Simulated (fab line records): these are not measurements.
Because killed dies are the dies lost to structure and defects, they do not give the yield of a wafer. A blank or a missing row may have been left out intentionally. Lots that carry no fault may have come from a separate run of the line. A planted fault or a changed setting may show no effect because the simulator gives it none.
Which tool is to blame?	flow n5-finfet	10 lots with 30 wafers sampled at 2 steps, on a route of 1938 steps

== WHAT THE GAUGES SHOWED, per wafer ==
N5_BEOL_M4_RC_MEAS_101.
lot	measured	on	DIBL_N (mV/V)
L122	day 8 22:11	prober-01	36.4 35.7 37.5
L125	day 10 10:39	prober-02	38.1 36.1 35.0
L126	day 9 23:53	prober-01	34.7 40.0 37.7
L127	day 11 01:40	prober-02	33.2 38.8 34.7
L130	day 11 08:01	prober-02	34.0 34.2 32.9
L131	day 12 13:13	prober-02	33.7 35.4 32.5
L133	day 13 04:21	prober-02	33.7 33.0 34.4
L134	day 13 07:22	prober-01	38.7 37.5 37.1
L138	day 13 20:47	prober-01	34.9 35.5 33.6
L139	day 14 10:49	prober-01	38.0 36.8 38.8

== TOOL THAT RAN EACH LOT (tool first, then ch and the chambers of the sampled wafers, then the start) ==
lot	N5_FIN_SAQP_ETCH_67
L122	rie-diel-06 ch 0,3, day 2 01:14
L125	rie-diel-04 ch 1,2, day 2 19:16
L126	rie-diel-01 ch 1,3, day 3 01:14
L127	rie-diel-04 ch 0,1,2, day 3 07:52
L130	rie-diel-01 ch 0,1,2, day 4 00:50
L131	rie-diel-06 ch 0,1,2, day 4 08:05
L133	rie-diel-04 ch 2,3, day 4 21:17
L134	rie-diel-04 ch 0,1,2, day 5 01:05
L138	rie-diel-04 ch 1,2,3, day 6 01:35
L139	rie-diel-04 ch 1,2,3, day 6 07:29
- N5_FIN_SAQP_ETCH_67: etches SiNx in CH3F/O2, target depth 30 nm.

== THE ANSWER, worked out from the rows above alone ==
Rule: the usual values come from the lots themselves. The widest of any qualifying gaps counts: lots, ordered by their means at a reading, are off when they make up no more than a third of the lots, leave a main group of 4 or more, and stand apart from it by 3 or more times the standard deviation of that group's means. A main group is skipped when, at the precision printed for the reading in the tables above, its means are all equal. A lot without any number at a reading at which 4 lots or more have one is off too. Where the step has rows for the other lots, those lots are counted as sound.
Nothing can be told from this: no lot is off at any reading shown.

== WHAT THE SIMULATOR PUT IN ==
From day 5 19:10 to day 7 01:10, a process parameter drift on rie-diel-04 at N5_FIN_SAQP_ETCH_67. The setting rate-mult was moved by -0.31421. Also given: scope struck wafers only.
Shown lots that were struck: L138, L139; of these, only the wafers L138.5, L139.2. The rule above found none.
